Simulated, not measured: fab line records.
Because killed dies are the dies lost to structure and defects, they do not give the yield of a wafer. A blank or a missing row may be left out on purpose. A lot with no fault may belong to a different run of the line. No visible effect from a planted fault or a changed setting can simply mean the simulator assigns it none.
Matching of chambers / flow n5Finfet / N5_HKMG_FIN_ETCH_35 on rieDiel-05 has 4 sister chambers
The step etches SOC in N2/H2, target depth 215.8 nm, time 243.4 s. 16 wafers are shown with their chamber, then 8 later ones without.

## EACH WAFER AND ITS CHAMBER
wafer=L074.1; chamber=2; drypumpMotorCurrentA (A)=5.5; showerheadPlenumPTorr (Torr)=2.50; throttleValvePct (%)=17.73
wafer=L074.2; chamber=0; drypumpMotorCurrentA (A)=5.8; showerheadPlenumPTorr (Torr)=2.63; throttleValvePct (%)=17.67
wafer=L074.3; chamber=3; drypumpMotorCurrentA (A)=6.5; showerheadPlenumPTorr (Torr)=2.66; throttleValvePct (%)=18.18
wafer=L074.4; chamber=1; drypumpMotorCurrentA (A)=5.1; showerheadPlenumPTorr (Torr)=2.63; throttleValvePct (%)=17.97
wafer=L074.5; chamber=2; drypumpMotorCurrentA (A)=5.5; showerheadPlenumPTorr (Torr)=2.50; throttleValvePct (%)=17.75
wafer=L074.6; chamber=3; drypumpMotorCurrentA (A)=6.5; showerheadPlenumPTorr (Torr)=2.66; throttleValvePct (%)=18.18
wafer=L076.2; chamber=1; drypumpMotorCurrentA (A)=5.1; showerheadPlenumPTorr (Torr)=2.63; throttleValvePct (%)=17.98
wafer=L076.3; chamber=3; drypumpMotorCurrentA (A)=6.5; showerheadPlenumPTorr (Torr)=2.65; throttleValvePct (%)=18.20
wafer=L076.5; chamber=3; drypumpMotorCurrentA (A)=6.5; showerheadPlenumPTorr (Torr)=2.65; throttleValvePct (%)=18.20
wafer=L081.1; chamber=1; drypumpMotorCurrentA (A)=5.2; showerheadPlenumPTorr (Torr)=2.62; throttleValvePct (%)=18.00
wafer=L081.3; chamber=0; drypumpMotorCurrentA (A)=5.8; showerheadPlenumPTorr (Torr)=2.62; throttleValvePct (%)=17.70
wafer=L081.6; chamber=0; drypumpMotorCurrentA (A)=5.7; showerheadPlenumPTorr (Torr)=2.62; throttleValvePct (%)=17.71
wafer=L085.2; chamber=2; drypumpMotorCurrentA (A)=5.5; showerheadPlenumPTorr (Torr)=2.49; throttleValvePct (%)=17.40
wafer=L085.3; chamber=0; drypumpMotorCurrentA (A)=5.8; showerheadPlenumPTorr (Torr)=2.62; throttleValvePct (%)=17.72
wafer=L085.5; chamber=0; drypumpMotorCurrentA (A)=5.8; showerheadPlenumPTorr (Torr)=2.62; throttleValvePct (%)=17.73
wafer=L087.1; chamber=1; drypumpMotorCurrentA (A)=5.1; showerheadPlenumPTorr (Torr)=2.62; throttleValvePct (%)=18.02

SIGNATURES (averages over the wafers above)
reading=drypumpMotorCurrentA; chamber 0=5.780; chamber 1=5.125; chamber 2=5.500; chamber 3=6.500; scatter within a chamber=0.0359
reading=showerheadPlenumPTorr; chamber 0=2.6220; chamber 1=2.6250; chamber 2=2.4967; chamber 3=2.6550; scatter within a chamber=0.00537
reading=throttleValvePct; chamber 0=17.7060; chamber 1=17.9925; chamber 2=17.6267; chamber 3=18.1900; scatter within a chamber=0.0823
Rule: a wafer lies at a distance from a chamber equal to the root of the sum of squares, over the readings, of (its reading less the chamber's mean, divided by the reading's scatter). If the next closest chamber is less than 2 further off than the closest, the wafer can't be placed; otherwise it belongs to the closest. The scatter: the root of (the sum of the squares of (reading less its chamber's mean) over the shown wafers, divided by (wafers less chambers)).

## WAFERS WHOSE CHAMBER IS MISSING
wafer=L087.4; drypumpMotorCurrentA (A)=5.5; showerheadPlenumPTorr (Torr)=2.49; throttleValvePct (%)=17.39
wafer=L087.5; drypumpMotorCurrentA (A)=5.8; showerheadPlenumPTorr (Torr)=2.61; throttleValvePct (%)=17.75
wafer=L092.1; drypumpMotorCurrentA (A)=6.5; showerheadPlenumPTorr (Torr)=2.64; throttleValvePct (%)=18.26
wafer=L092.2; drypumpMotorCurrentA (A)=5.7; showerheadPlenumPTorr (Torr)=2.61; throttleValvePct (%)=17.74
wafer=L092.6; drypumpMotorCurrentA (A)=5.8; showerheadPlenumPTorr (Torr)=2.61; throttleValvePct (%)=17.74
wafer=L096.2; drypumpMotorCurrentA (A)=5.1; showerheadPlenumPTorr (Torr)=2.61; throttleValvePct (%)=18.05
wafer=L096.3; drypumpMotorCurrentA (A)=5.8; showerheadPlenumPTorr (Torr)=2.61; throttleValvePct (%)=17.77
wafer=L096.5; drypumpMotorCurrentA (A)=5.1; showerheadPlenumPTorr (Torr)=2.61; throttleValvePct (%)=18.04

## WHICH CHAMBER EACH WENT THROUGH
wafer=L087.4; from the rows above=2; in truth=2
wafer=L087.5; from the rows above=0; in truth=0
wafer=L092.1; from the rows above=3; in truth=3
wafer=L092.2; from the rows above=0; in truth=0
wafer=L092.6; from the rows above=0; in truth=0
wafer=L096.2; from the rows above=1; in truth=1
wafer=L096.3; from the rows above=0; in truth=0
wafer=L096.5; from the rows above=1; in truth=1
Correctly placed: 8 of 8. Can't be placed from these rows: 0. Number placed wrongly: 0.
